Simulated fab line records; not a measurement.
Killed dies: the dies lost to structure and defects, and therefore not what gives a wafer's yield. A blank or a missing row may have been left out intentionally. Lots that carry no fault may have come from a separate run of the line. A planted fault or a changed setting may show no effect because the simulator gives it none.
Matching of chambers ; flow nand-harc ; NHARC_P_M1_STRIP_18 on rie-diel-07 has 4 sister chambers
The step strips in N2/H2. 24 wafers are shown with their chamber, then 12 later ones without.

## WAFERS PAIRED WITH THEIR CHAMBERS
wafer;chamber;drypump-motor-current-A (A);showerhead-plenum-p-Torr (Torr);oes-product-au (a.u.)
L074.1;1;6.4;2.08;0.998
L074.2;2;6.4;2.00;0.980
L074.6;2;6.4;1.99;0.989
L075.2;1;6.3;2.08;1.004
L075.3;2;6.4;1.99;0.993
L075.4;1;6.4;2.08;1.000
L076.1;3;5.2;1.99;1.016
L076.2;1;6.4;2.08;1.020
L076.5;3;5.2;1.99;1.009
L081.1;3;5.2;1.99;1.010
L081.3;1;6.4;2.08;1.000
L081.6;1;6.4;2.08;1.000
L084.3;2;6.4;1.99;0.984
L084.5;3;5.2;1.99;1.013
L084.6;0;5.4;1.93;0.997
L085.3;1;6.4;2.08;0.997
L085.5;1;6.4;2.08;0.993
L085.6;0;5.4;1.93;0.997
L088.4;3;5.2;1.99;1.016
L088.5;0;5.4;1.92;0.997
L088.6;2;6.4;1.99;0.977
L087.1;3;5.2;1.99;1.016
L087.5;0;5.4;1.92;0.996
L087.6;2;6.4;1.99;0.982

SIGNATURES (means of the wafers above)
reading;chamber 0;chamber 1;chamber 2;chamber 3;scatter within a chamber
drypump-motor-current-A;5.400;6.388;6.400;5.200;0.0209
showerhead-plenum-p-Torr;1.9250;2.0800;1.9917;1.9900;0.00303
oes-product-au;0.99675;1.00150;0.98417;1.01333;0.00586
Rule: a wafer's distance from a chamber is the root of the sum, over the readings, of the square of ((its reading less the chamber's mean) divided by the reading's scatter). The wafer belongs to the nearest chamber; if the next one is less than 2 further off, it can't be placed. The scatter: take each reading less its chamber's mean, square it, sum over the shown wafers, divide by the number of wafers less the number of chambers, and take the root.

## WAFERS MISSING THEIR CHAMBER
wafer;drypump-motor-current-A (A);showerhead-plenum-p-Torr (Torr);oes-product-au (a.u.)
L089.1;5.2;1.99;1.024
L089.3;5.4;1.92;1.004
L089.4;5.5;1.92;1.001
L093.2;5.1;1.99;1.010
L093.3;5.5;1.92;1.010
L093.5;5.5;1.92;1.008
L095.1;6.3;1.99;0.993
L095.4;5.2;1.99;1.005
L095.5;5.2;1.99;0.993
L096.1;6.4;2.07;1.012
L096.3;5.2;1.99;1.004
L096.4;6.4;1.99;0.993

## CHAMBER TAKEN BY EACH
wafer;from the rows above;in truth
L089.1;3;3
L089.3;0;0
L089.4;0;0
L093.2;3;3
L093.3;0;0
L093.5;0;0
L095.1;2;2
L095.4;3;3
L095.5;3;3
L096.1;1;1
L096.3;3;3
L096.4;2;2
Placed correctly: 12 of 12. Left unplaced by these rows: 0. 0 placed wrongly.
